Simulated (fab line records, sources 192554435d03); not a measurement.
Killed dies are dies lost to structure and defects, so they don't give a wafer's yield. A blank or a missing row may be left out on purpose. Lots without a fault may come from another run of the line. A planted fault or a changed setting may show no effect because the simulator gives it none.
Chamber matching | flow n5_finfet | N5_BEOL_M14_DESCUM_15 on rie_diel-06: 4 sister chambers
The step chemistry O2, time 7.9 s. 4 wafers are shown with their chamber, then 8 later ones without.

WAFERS WITH THEIR CHAMBER
wafer  | chamber | oes_product_au (a.u.)
L082.2 | 3       | 0.90
L084.1 | 2       | 0.74
L084.4 | 0       | 0.84
L089.1 | 1       | 0.71

WAFERS WITHOUT THEIR CHAMBER
wafer  | oes_product_au (a.u.)
L089.3 | 0.74
L089.4 | 0.89
L093.1 | 0.87
L093.4 | 0.84
L093.5 | 0.88
L091.2 | 0.88
L091.4 | 0.83
L091.5 | 0.84

WHICH CHAMBER EACH WENT THROUGH
wafer  | from the rows above     | in truth
L089.3 | can't be placed: 2 or 1 | 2
L089.4 | 3                       | 3
L093.1 | can't be placed: 0 or 3 | 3
L093.4 | 0                       | 0
L093.5 | can't be placed: 3 or 0 | 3
L091.2 | can't be placed: 3 or 0 | 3
L091.4 | 0                       | 0
L091.5 | 0                       | 0
Placed correctly: 4 of 8. Can't be placed from these rows: 4 (the true chamber is among the candidates in 4). Placed wrongly: 0.
How it was worked out, from the rows above alone: a wafer's distance from a chamber is the root of the sum, over the readings, of the square of ((its reading less the chamber's mean) divided by the reading's scatter). The wafer belongs to the nearest chamber; if the next one is less than 2 further off, it can't be placed. A chamber's mean is the mean of its shown wafers. The scatter: with one shown wafer a chamber, the root of the mean of the squares of how far each hidden wafer lies from its nearest shown one.
